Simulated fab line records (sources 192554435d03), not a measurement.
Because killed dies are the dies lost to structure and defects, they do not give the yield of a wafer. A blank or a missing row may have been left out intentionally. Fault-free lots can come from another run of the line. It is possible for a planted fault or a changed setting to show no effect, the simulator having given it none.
What tool caused it? | flow n5 finfet | Sampling: 23 lots, 69 wafers, 3 of 1938 route steps

== WHAT THE GAUGES SHOWED, per wafer ==
N5_BEOL_M8_OVL_MEAS_12.
lot  | measured     | on         | M8_OVL (nm)
L074 | day 9 18:35  | overlay-01 | -1.5 -1.0 -1.2
L075 | day 9 21:58  | overlay-01 | -1.0 0.2 0.2
L077 | day 11 22:47 | overlay-02 | 0.5 -0.1 -0.3
L078 | day 11 23:53 | overlay-01 | 0.5 -0.1 -0.4
L076 | day 12 08:09 | overlay-02 | 0.7 0.0 0.4
L083 | day 12 11:30 | overlay-01 | 0.5 1.2 1.5
L080 | day 12 20:21 | overlay-01 | -0.4 -1.3 -0.9
L079 | day 13 06:30 | overlay-01 | 0.2 1.0 1.1
L082 | day 13 06:52 | overlay-01 | -0.3 -0.8 -1.6
L084 | day 13 16:13 | overlay-02 | -0.3 0.3 1.3
L086 | day 14 00:05 | overlay-01 | 0.6 0.7 0.1
L085 | day 14 00:25 | overlay-02 | 0.4 0.4 0.3
L087 | day 14 04:59 | overlay-02 | -0.4 -0.5 0.1
L088 | day 14 05:33 | overlay-02 | -0.9 0.0 0.1
L091 | day 14 19:25 | overlay-01 | 0.0 0.2 -0.1
L089 | day 15 04:21 | overlay-02 | -0.6 -0.3 0.7
L093 | day 15 12:24 | overlay-02 | 0.1 0.2 0.2
L090 | day 15 16:16 | overlay-02 | -0.4 0.2 0.3
L094 | day 16 01:35 | overlay-02 | -0.1 -0.3 0.4
L092 | day 16 01:52 | overlay-02 | 0.8 1.2 0.2
L095 | day 16 06:06 | overlay-02 | 0.7 1.3 0.8
L096 | day 16 19:10 | overlay-01 | -0.5 0.0 -0.8
L097 | day 16 23:34 | overlay-01 | -1.2 -1.3 -1.2

N5_BEOL_M8_INSPECT_13: inspects for defects (brightfield).
lot  | measured     | on                | raw defect count
L074 | day 9 18:36  | defect inspect-02 | 364 417 330
L075 | day 9 21:59  | defect inspect-01 | 384 317 369
L077 | day 11 22:49 | defect inspect-02 | 485 465 408
L078 | day 11 23:55 | defect inspect-02 | 334 482 443
L076 | day 12 08:10 | defect inspect-02 | 805 468 526
L083 | day 12 11:31 | defect inspect-02 | 464 563 516
L080 | day 12 20:22 | defect inspect-02 | 655 574 584
L079 | day 13 06:31 | defect inspect-02 | 439 499 411
L082 | day 13 06:54 | defect inspect-01 | 382 671 566
L084 | day 13 16:15 | defect inspect-01 | 554 368 399
L086 | day 14 00:07 | defect inspect-01 | 551 533 474
L085 | day 14 00:26 | defect inspect-02 | 621 338 369
L087 | day 14 05:01 | defect inspect-02 | 275 332 443
L088 | day 14 05:34 | defect inspect-02 | 453 541 592
L091 | day 14 19:26 | defect inspect-01 | 551 583 480
L089 | day 15 04:22 | defect inspect-01 | 545 519 479
L093 | day 15 12:25 | defect inspect-02 | 541 674 495
L090 | day 15 16:17 | defect inspect-02 | 453 464 510
L094 | day 16 01:37 | defect inspect-02 | 425 368 594
L092 | day 16 01:53 | defect inspect-01 | 518 292 519
L095 | day 16 06:08 | defect inspect-01 | 338 546 342
L096 | day 16 19:11 | defect inspect-01 | 500 468 389
L097 | day 16 23:35 | defect inspect-01 | 411 348 363

== WHICH TOOL RAN EACH LOT (tool, then ch and the chambers of the sampled wafers, then the start) ==
lot  | N5_BEOL_M7_SPUTTER_48
L074 | pvd sputter-03, day 9 13:35
L075 | pvd sputter-01, day 9 19:29
L077 | pvd sputter-03, day 11 18:23
L078 | pvd sputter-02, day 11 21:14
L076 | pvd sputter-02, day 12 04:07
L083 | pvd sputter-02, day 12 07:19
L080 | pvd sputter-01, day 12 16:21
L079 | pvd sputter-03, day 13 00:45
L082 | pvd sputter-01, day 13 01:25
L084 | pvd sputter-03, day 13 13:01
L086 | pvd sputter-01, day 13 20:22
L085 | pvd sputter-01, day 13 20:27
L087 | pvd sputter-02, day 14 01:00
L088 | pvd sputter-03, day 14 01:42
L091 | pvd sputter-01, day 14 16:43
L089 | pvd sputter-01, day 15 01:11
L093 | pvd sputter-03, day 15 09:14
L090 | pvd sputter-02, day 15 12:01
L094 | pvd sputter-02, day 15 20:01
L092 | pvd sputter-03, day 15 22:00
L095 | pvd sputter-03, day 16 02:41
L096 | pvd sputter-02, day 16 16:10
L097 | pvd sputter-02, day 16 20:48
- N5_BEOL_M7_SPUTTER_48: material Cu, target thk 10 nm, time 1.667 s.

== AS READ BY THE TOOLS THEMSELVES (means over the sampled wafers that have a number; for cases with no such wafer, the mark the record gives instead) ==
N5_BEOL_M7_SPUTTER_48.
lot  | tool           | bias v (V) | chamber pressure pa (Pa) | chuck sensor temp C (C) | throttle valve pct (%)
L074 | pvd sputter-03 | 59.8       | 0.13009                  | -16.1                   | 28.4
L075 | pvd sputter-01 | 60.2       | 0.12990                  | -16.2                   | 30.8
L077 | pvd sputter-03 | 59.8       | 0.13006                  | -16.1                   | 28.2
L078 | pvd sputter-02 | 60.3       | 0.13011                  | -16.0                   | 31.0
L076 | pvd sputter-02 | 59.9       | 0.13007                  | -16.3                   | 30.1
L083 | pvd sputter-02 | 59.9       | 0.13016                  | -16.3                   | 30.0
L080 | pvd sputter-01 | 59.6       | 0.13023                  | -16.5                   | 30.6
L079 | pvd sputter-03 | 60.4       | 0.13005                  | -15.9                   | 29.3
L082 | pvd sputter-01 | 60.5       | 0.13011                  | -16.8                   | 31.3
L084 | pvd sputter-03 | 60.1       | 0.12996                  | -15.9                   | 29.3
L086 | pvd sputter-01 | 59.5       | 0.13006                  | -16.5                   | 31.5
L085 | pvd sputter-01 | 60.2       | 0.12990                  | -16.3                   | 31.6
L087 | pvd sputter-02 | 59.7       | 0.13022                  | -15.5                   | 30.5
L088 | pvd sputter-03 | 59.9       | 0.13012                  | -15.8                   | 28.5
L091 | pvd sputter-01 | 60.2       | 0.13032                  | -16.7                   | 31.5
L089 | pvd sputter-01 | 60.2       | 0.13000                  | -16.2                   | 29.9
L093 | pvd sputter-03 | 60.0       | 0.12997                  | -15.6                   | 28.9
L090 | pvd sputter-02 | 59.8       | 0.13006                  | -16.2                   | 30.2
L094 | pvd sputter-02 | 60.1       | 0.13002                  | -15.5                   | 31.5
L092 | pvd sputter-03 | 59.7       | 0.12982                  | -16.0                   | 29.3
L095 | pvd sputter-03 | 59.8       | 0.13010                  | -16.0                   | 28.2
L096 | pvd sputter-02 | 59.3       | 0.12969                  | -16.0                   | 30.2
L097 | pvd sputter-02 | 59.7       | 0.12968                  | -16.3                   | 31.0

== THE ANSWER, worked out from the rows above alone ==
Rule: usual is defined by the lots themselves. The widest of any qualifying gaps counts: lots, ordered by their means at a reading, are off when they make up no more than a third of the lots, leave a main group of 4 or more, and stand apart from it by 3 or more times the standard deviation of that group's means. If all means in a main group match to the digits the tables above print for the reading, that group is not used. Also off: a lot with no number at a reading for which 4 or more lots have one. Where the step has rows for the other lots, those lots are counted as sound. After the gauges, taken in route order, come the tools' own readings; for these a lot's mean is taken, as printed above. The first step at which some lot is off is used, and at that step the reading that is off furthest; a lot without a number counts as furthest.
No lot is off on any of the readings shown, so nothing can be concluded from this.

== WHAT WAS PUT IN BY THE SIMULATOR ==
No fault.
